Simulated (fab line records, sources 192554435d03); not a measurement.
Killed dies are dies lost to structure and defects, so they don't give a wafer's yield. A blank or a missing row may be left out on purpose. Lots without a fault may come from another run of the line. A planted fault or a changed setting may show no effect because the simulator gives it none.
Split-lot experiment | flow n5_finfet | 7 lots, 39 wafers read, on a route of 1938 steps

THE SPLIT
At N5_GATE_CUT_DESCUM_18 (chemistry O2, time 7 s), the setting time_s was moved away from the recipe's 7 s on 18 of the 39 wafers read, by -40.8% to +53.4%. The other wafers ran this setting at the recipe's value.

FROM THE SPLIT TO THE READING: what the file shows between them, 1 step
- N5_GATE_CUT_ETCH_28: etches underlayer in N2/H2, target depth 13 nm, time 10.4 s

THE READING
GATE_CUT.cd_nm (the simulator's own value, which no gauge read), in nm, at N5_GATE_CUT_ETCH_36 (etches SiARC in CF4, target depth 13 nm, time 21.7 s). The file gives no usual value for it. The 21 wafers here that ran the recipe average 20.1 nm, standard deviation 0.21 nm.

wafer  | tool, chamber at the split | time_s as run, s | against the recipe | GATE_CUT.cd_nm, nm | against lot-mates on the recipe
L074.1 | rie_diel-05, 3,1,0         | 7                | recipe             | 20.2               | -
L074.2 | rie_diel-05, 3,1,0         | 7                | recipe             | 20.2               | -
L074.4 | rie_diel-05, 3,1,0         | 7                | recipe             | 20.2               | -
L074.3 | rie_diel-05, 2,1,0         | 4.812            | -31.3%             | 19.8               | -0.4
L074.5 | rie_diel-05, 2,1,0         | 4.812            | -31.3%             | 20                 | -0.2
L074.6 | rie_diel-05, 2,1,0         | 4.812            | -31.3%             | 19.8               | -0.4
L078.1 | rie_diel-05, 0,1           | 7                | recipe             | 20.2               | -
L078.5 | rie_diel-05, 2             | 7                | recipe             | 20.2               | -
L078.2 | rie_diel-05, 0,1           | 7                | recipe             | 20.2               | -
L078.3 | rie_diel-05, 2             | 8.357            | +19.4%             | 20.2               | +0.0
L078.4 | rie_diel-05, 1,0           | 8.357            | +19.4%             | 20.4               | +0.2
L078.6 | rie_diel-05, 1,0           | 8.357            | +19.4%             | 20.4               | +0.2
L081.1 | rie_diel-05, 3,0           | 4.147            | -40.8%             | 20                 | -0.1
L081.2 | rie_diel-05, 0,3           | 7                | recipe             | 20.2               | -
L081.3 | rie_diel-05, 2             | 7                | recipe             | 20.2               | -
L081.4 | rie_diel-05, 1             | 4.147            | -40.8%             | 19.6               | -0.5
L081.5 | rie_diel-05, 3,0           | 4.147            | -40.8%             | 19.8               | -0.3
L081.6 | rie_diel-05, 0,3           | 7                | recipe             | 20                 | -
L083.1 | rie_diel-05, 2,3           | 4.411            | -37.0%             | 20                 | -0.5
L083.2 | rie_diel-05, 2,3           | 4.411            | -37.0%             | 20                 | -0.5
L083.3 | rie_diel-05, 1             | 4.411            | -37.0%             | 20.2               | -0.3
L083.4 | rie_diel-05, 0,0,3         | 7                | recipe             | 20.6               | -
L083.5 | rie_diel-05, 0,0,3         | 7                | recipe             | 20.4               | -
L083.6 | rie_diel-05, 0,0,3         | 7                | recipe             | 20.4               | -
L087.1 | rie_diel-05, 0,3,0         | 8.091            | +15.6%             | 19.8               | -0.1
L087.2 | rie_diel-05, 1,3,1         | 7                | recipe             | 19.8               | -
L087.5 | rie_diel-05, 1,3,1         | 7                | recipe             | 19.8               | -
L087.3 | rie_diel-05, 1,3,1         | 7                | recipe             | 20                 | -
L087.4 | rie_diel-05, 0,3,0         | 8.091            | +15.6%             | 20                 | +0.1
L087.6 | rie_diel-05, 0,3,0         | 8.091            | +15.6%             | 20                 | +0.1
L088.1 | rie_diel-05, 1,0           | 7                | recipe             | 19.8               | -
L088.4 | rie_diel-05, 1             | 7                | recipe             | 19.8               | -
L088.5 | rie_diel-05, 1,0           | 7                | recipe             | 20                 | -
L093.1 | rie_diel-05, 2,1,1         | 10.74            | +53.4%             | 20.6               | +0.5
L093.2 | rie_diel-05, 2,1,1         | 10.74            | +53.4%             | 20.6               | +0.5
L093.3 | rie_diel-05, 3,0           | 7                | recipe             | 20.2               | -
L093.4 | rie_diel-05, 0             | 7                | recipe             | 20.2               | -
L093.5 | rie_diel-05, 2,1,1         | 10.74            | +53.4%             | 20.6               | +0.5
L093.6 | rie_diel-05, 3,0           | 7                | recipe             | 20                 | -
Where a row lists several chambers, the file gives one row for several wafers and doesn't say which wafer went through which chamber.

THE FIT
A straight line over all 39 wafers: GATE_CUT.cd_nm changes by +0.00667 nm for each +1% of time_s; r = +0.62; the points scatter about the line by 0.2 nm.
The same after taking each lot's own level away (the mean of its wafers on the recipe; 39 wafers): +0.00896 nm for each +1%; r = +0.91; scatter 0.098 nm.
On that fit, the largest move of time_s shifts the reading by 0.48 nm.
The lots' own levels span 19.87 to 20.47 nm, that is 2.9 times the standard deviation above.
So the lot-to-lot level blurs the effect unless lot-mates are compared.
Check: with one of the wafers moved furthest among these (+53.4%) left out of the fit, the line predicts +0.461 nm for it against its lot-mates. It came out at +0.467 nm against them.

OTHER SPLITS ON THESE WAFERS
These wafers also went through other splits before the reading. Each is held against what the fit with the lots' levels taken away leaves over:
other split on the same wafers | wafers away from the commonest value | r with GATE_CUT.cd_nm (lot level and that fit taken away)
N5_DUMMY_GATE_DESCUM_20 time_s | 15                                   | +0.30

THE WHOLE CHAIN: every reading that the file lists as answering this split, in the file's order
step                  | what it does                                         | reading                                                                             | change (the file's fit)                 | r (the file's)
N5_GATE_CUT_DESCUM_18 | chemistry O2, time 7 s                               | CAR-EUV_of_GATE_CUT_COAT_07.thk_nm (the simulator's own value, which no gauge read) | -0.0354 nm for each +1% of the setting  | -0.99
N5_GATE_CUT_ETCH_36   | etches SiARC in CF4, target depth 13 nm, time 21.7 s | CAR-EUV_of_GATE_CUT_COAT_07.thk_nm (the simulator's own value, which no gauge read) | -0.0344 nm for each +1% of the setting  | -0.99
N5_GATE_CUT_ETCH_36   | etches SiARC in CF4, target depth 13 nm, time 21.7 s | GATE_CUT.cd_nm (the simulator's own value, which no gauge read)                     | +0.00901 nm for each +1% of the setting | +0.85

THE FILE'S OWN FIT
GATE_CUT.cd_nm changes by +0.00901 nm for each +1% of time_s, r = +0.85.
